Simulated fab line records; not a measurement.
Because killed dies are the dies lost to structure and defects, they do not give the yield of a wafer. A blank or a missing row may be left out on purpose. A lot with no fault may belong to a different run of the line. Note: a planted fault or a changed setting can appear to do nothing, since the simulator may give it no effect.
Chamber matching || flow n5Finfet || aldSin-02 running N5_FIN_SAQP_ALD_61: 4 sister chambers
The step deposits SiO2, target thk 4 nm, pulse time 1 s, purge time 2 s. 16 wafers are shown with their chamber, then 8 later ones without.

EACH WAFER AND ITS CHAMBER
{"wafer": "L074.3", "chamber": 3, "heaterPowerW (W)": 506, "precursorPulseHeightRel": 0.997}
{"wafer": "L074.4", "chamber": 3, "heaterPowerW (W)": 480, "precursorPulseHeightRel": 0.971}
{"wafer": "L074.5", "chamber": 0, "heaterPowerW (W)": 476, "precursorPulseHeightRel": 0.985}
{"wafer": "L076.1", "chamber": 3, "heaterPowerW (W)": 492, "precursorPulseHeightRel": 1.030}
{"wafer": "L076.3", "chamber": 1, "heaterPowerW (W)": 408, "precursorPulseHeightRel": 1.019}
{"wafer": "L076.4", "chamber": 0, "heaterPowerW (W)": 477, "precursorPulseHeightRel": 1.001}
{"wafer": "L078.1", "chamber": 1, "heaterPowerW (W)": 412, "precursorPulseHeightRel": 0.991}
{"wafer": "L078.4", "chamber": 0, "heaterPowerW (W)": 477, "precursorPulseHeightRel": 0.998}
{"wafer": "L078.5", "chamber": 1, "heaterPowerW (W)": 411, "precursorPulseHeightRel": 1.033}
{"wafer": "L079.1", "chamber": 3, "heaterPowerW (W)": 502, "precursorPulseHeightRel": 0.998}
{"wafer": "L079.4", "chamber": 0, "heaterPowerW (W)": 468, "precursorPulseHeightRel": 1.007}
{"wafer": "L079.6", "chamber": 0, "heaterPowerW (W)": 467, "precursorPulseHeightRel": 1.024}
{"wafer": "L083.4", "chamber": 0, "heaterPowerW (W)": 469, "precursorPulseHeightRel": 0.994}
{"wafer": "L083.5", "chamber": 3, "heaterPowerW (W)": 497, "precursorPulseHeightRel": 0.982}
{"wafer": "L083.6", "chamber": 2, "heaterPowerW (W)": 433, "precursorPulseHeightRel": 0.986}
{"wafer": "L088.1", "chamber": 3, "heaterPowerW (W)": 495, "precursorPulseHeightRel": 0.983}

SIGNATURES, as means of the wafers listed above
{"reading": "heaterPowerW", "chamber 0": 472.33, "chamber 1": 410.33, "chamber 2": 433.00, "chamber 3": 495.33, "scatter within a chamber": 6.65}
{"reading": "precursorPulseHeightRel", "chamber 0": 1.00150, "chamber 1": 1.01433, "chamber 2": 0.98600, "chamber 3": 0.99350, "scatter within a chamber": 0.018}
Rule: a wafer lies at a distance from a chamber equal to the root of the sum of squares, over the readings, of (its reading less the chamber's mean, divided by the reading's scatter). If the next closest chamber is less than 2 further off than the closest, the wafer can't be placed; otherwise it belongs to the closest. The scatter: take each reading less its chamber's mean, square it, sum over the shown wafers, divide by the number of wafers less the number of chambers, and take the root.

WAFERS MISSING THEIR CHAMBER
{"wafer": "L088.4", "heaterPowerW (W)": 498, "precursorPulseHeightRel": 1.010}
{"wafer": "L088.6", "heaterPowerW (W)": 441, "precursorPulseHeightRel": 0.964}
{"wafer": "L091.2", "heaterPowerW (W)": 452, "precursorPulseHeightRel": 0.967}
{"wafer": "L091.4", "heaterPowerW (W)": 416, "precursorPulseHeightRel": 1.014}
{"wafer": "L091.6", "heaterPowerW (W)": 436, "precursorPulseHeightRel": 1.031}
{"wafer": "L092.2", "heaterPowerW (W)": 491, "precursorPulseHeightRel": 0.998}
{"wafer": "L092.3", "heaterPowerW (W)": 398, "precursorPulseHeightRel": 0.947}
{"wafer": "L092.5", "heaterPowerW (W)": 472, "precursorPulseHeightRel": 1.007}

EACH ONE'S CHAMBER
{"wafer": "L088.4", "from the rows above": 3, "in truth": 3}
{"wafer": "L088.6", "from the rows above": 2, "in truth": 2}
{"wafer": "L091.2", "from the rows above": "can't be placed: 2 or 0", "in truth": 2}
{"wafer": "L091.4", "from the rows above": 1, "in truth": 1}
{"wafer": "L091.6", "from the rows above": "can't be placed: 2 or 1", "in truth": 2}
{"wafer": "L092.2", "from the rows above": 3, "in truth": 3}
{"wafer": "L092.3", "from the rows above": "can't be placed: 1 or 2", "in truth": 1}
{"wafer": "L092.5", "from the rows above": 0, "in truth": 0}
5 of 8 placed correctly. From these rows, 3 cannot be placed; in 3 the true chamber is one of the candidates. Placed wrongly: 0.
